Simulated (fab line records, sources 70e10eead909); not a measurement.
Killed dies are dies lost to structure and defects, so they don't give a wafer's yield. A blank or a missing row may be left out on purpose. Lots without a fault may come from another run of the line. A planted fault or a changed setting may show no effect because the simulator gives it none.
Chamber matching | flow nand_harc | NHARC_P_M2_PRE_CLEAN_32 on pecvd-04: 3 sister chambers
The step time 12 s. 3 wafers are shown with their chamber, then 8 later ones without.

WAFERS WITH THEIR CHAMBER
wafer  | chamber | heater_power_w (W)
L088.1 | 0       | 492
L088.3 | 1       | 566
L089.2 | 2       | 611

WAFERS WITHOUT THEIR CHAMBER
wafer  | heater_power_w (W)
L089.3 | 586
L089.4 | 612
L092.2 | 545
L092.4 | 538
L092.5 | 549
L096.1 | 552
L096.2 | 511
L096.4 | 520

WHICH CHAMBER EACH WENT THROUGH
wafer  | from the rows above     | in truth
L089.3 | can't be placed: 1 or 2 | 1
L089.4 | 2                       | 2
L092.2 | can't be placed: 1 or 0 | 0
L092.4 | can't be placed: 1 or 0 | 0
L092.5 | can't be placed: 1 or 0 | 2
L096.1 | 1                       | 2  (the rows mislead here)
L096.2 | can't be placed: 0 or 1 | 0
L096.4 | can't be placed: 0 or 1 | 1
Placed correctly: 1 of 8. Can't be placed from these rows: 6 (the true chamber is among the candidates in 5). Placed wrongly: 1.
How it was worked out, from the rows above alone: a wafer's distance from a chamber is the root of the sum, over the readings, of the square of ((its reading less the chamber's mean) divided by the reading's scatter). The wafer belongs to the nearest chamber; if the next one is less than 2 further off, it can't be placed. A chamber's mean is the mean of its shown wafers. The scatter: with one shown wafer a chamber, the root of the mean of the squares of how far each hidden wafer lies from its nearest shown one.
